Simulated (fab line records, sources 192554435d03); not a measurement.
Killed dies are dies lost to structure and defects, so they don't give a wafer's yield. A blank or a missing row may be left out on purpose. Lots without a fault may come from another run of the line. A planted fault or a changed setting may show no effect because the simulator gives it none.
A struck lot beside a sound one | flow n5_finfet | 36 steps out of a route of 1938
Sound: wafers L691.3, L691.4, L691.5. Struck: wafers L707.2, L707.5. (L707.4 of the same lot was not struck and is left out.) The cause comes at the end.
At each step with rows: each side's tool, then ch and its chambers, then its first start. Under that, the readings that differ: sound wafers | struck wafers | difference of the means | sigmas: that difference in standard deviations of wafers without a fault.
alike: readings whose means differ by less than 2 such deviations, and words and numbers that are the same on both sides. not compared: withheld readings, readings that some wafer has no value for, bounds like >300 that may hide the same value, and numbers for which the record gives no deviation and whose values overlap.
The two part at a step that has a row with sigmas, a row that says differs or no value, or rows on one side only. Numbers that don't overlap but have no deviation are shown without sigmas and don't part them. A reading that every wafer of one side lacks parts them only if that side has two wafers or more.

first, 8 steps without rows for these wafers: N5_BEOL_M0_ANNEAL_119 (time 90 s); N5_BEOL_M0_CMP_120 (polishes, stops on SiOC, t overpolish 6.9 s); N5_BEOL_M0_PRE_CLEAN_131 (time 15 s); N5_BEOL_M0_CO_CAP_123 (material Co, precursor CCTBA/H2, target thk 2 nm, time 102.1 s); N5_BEOL_M0_PRE_CLEAN_124 (time 15 s); N5_BEOL_M0_DEP_125 (deposits SiCN from 3MS/NH3, target thk 8 nm, time 14 s); N5_BEOL_M1_ILD_DEP_00 (deposits SiOC from DEMS/O2, target thk 79 nm, time 15.3 s); N5_BEOL_M1_PECVD_72 (deposits SiO2 from TEOS/O2, target thk 16 nm, time 18 s).
N5_BEOL_M1_HM_DEP_02: deposits TiN, target thk 20 nm.
  sound on pvd_sputter-03, day 7 10:09; struck on pvd_sputter-03, day 11 13:55
  reading                                    | sound        | struck | difference | sigmas
  model.TiN_of_BEOL_M1_HM_DEP_02.thk_nm (nm) | 19.8 20 19.6 | 15 15  | -5         |
  alike: throttle_valve_pct
then, 16 steps without rows for these wafers: N5_BEOL_M1_COAT_61 (time 60 s, resist thk 60 nm); N5_BEOL_M1_COAT_62 (time 60 s, resist thk 12 nm); N5_BEOL_M1_COAT_73 (time 60 s, resist thk 5 nm); N5_BEOL_M1_COAT_05 (resist thk 30 nm); N5_BEOL_M1_EBR_07; N5_BEOL_M1_SOFTBAKE_06 (time 60 s); N5_BEOL_M1_EXPOSE_08 (exposes mask M1); N5_BEOL_M1_PEB_09 (peb time 60 s); N5_BEOL_M1_DEVELOP_10 (develop time 30 s); N5_BEOL_M1_DESCUM_16 (chemistry O2, time 7 s); N5_BEOL_M1_ETCH_74 (etches underlayer in N2/H2, target depth 6.5 nm, time 5.2 s); N5_BEOL_M1_ETCH_63 (etches SiARC in CF4, target depth 15.6 nm, time 26 s); N5_BEOL_M1_ETCH_64 (etches SOC in N2/H2, target depth 75 nm, overetch 15 nm, time 112.5 s); N5_BEOL_M1_STRIP_65 (strips in N2/H2); N5_BEOL_M1_STRIP_75 (strips in N2/H2); N5_BEOL_M1_STRIP_66 (strips in CF4).
N5_BEOL_M1_HM_OPEN_17: chemistry Cl2/BCl3, target TiN, target depth 20 nm, overetch 6 nm.
  sound on rie_metal-01 ch 0,1, day 7 10:56; struck on rie_metal-01 ch 0,1, day 11 15:08
  reading                  | sound           | struck      | difference | sigmas
  model.etch.depth_nm (nm) | 19.87 19.9 19.7 | 15.08 14.95 | -4.81      |
  alike: bcl3_flow_sccm, bias_w, drypump_motor_current_A, oes_product_au, throttle_valve_pct
  not compared: rf_hours_counter_h
then, 8 steps without rows for these wafers: N5_BEOL_M1_STRIP_19 (strips in O2); N5_BEOL_M1_COAT_67 (time 60 s, resist thk 60 nm); N5_BEOL_M1_COAT_68 (time 60 s, resist thk 12 nm); N5_BEOL_M1_COAT_76 (time 60 s, resist thk 5 nm); N5_BEOL_M1_COAT_22 (resist thk 30 nm); N5_BEOL_M1_EBR_24; N5_BEOL_M1_SOFTBAKE_23 (time 60 s); N5_BEOL_M1_EXPOSE_25 (exposes mask V0, defocus 5 nm, target cd 24 nm).
N5_BEOL_M1_TRENCH_ETCH_37: etches SiOC in C4F6/O2, target depth 55.207 nm, time 29 s.
  sound on rie_diel-03 ch 0,2,3; struck on rie_diel-03 ch 0,2
  reading                                    | sound          | struck    | difference | sigmas
  model.TiN_of_BEOL_M1_HM_DEP_02.thk_nm (nm) | 17.6 17.6 17.4 | 12.8 12.6 | -4.8       |
  alike: bias_w, drypump_motor_current_A, oes_product_au, rf_vpp_V, showerhead_plenum_p_Torr, throttle_valve_pct
  not compared: rf_hours_counter_h
-- the record jumps here: 2 days lie between the struck wafers' starts before and after (it left off in module BEOL_M1 and takes up again in module BEOL_M4, whose first step shown is number 1111 of the route) --
N5_BEOL_M4_RC_MEAS_101:
  sound on prober-02 ch 0, day 9 12:44; struck on prober-02 ch 0, day 13 21:31
  alike: DIBL_N, DIBL_P, IOFF_N, IOFF_P, ION_N, ION_P, SS_N, SS_P, VT_N, VT_P

WHERE THEY PART
Nowhere in this record.

WHY: what the simulator had put in
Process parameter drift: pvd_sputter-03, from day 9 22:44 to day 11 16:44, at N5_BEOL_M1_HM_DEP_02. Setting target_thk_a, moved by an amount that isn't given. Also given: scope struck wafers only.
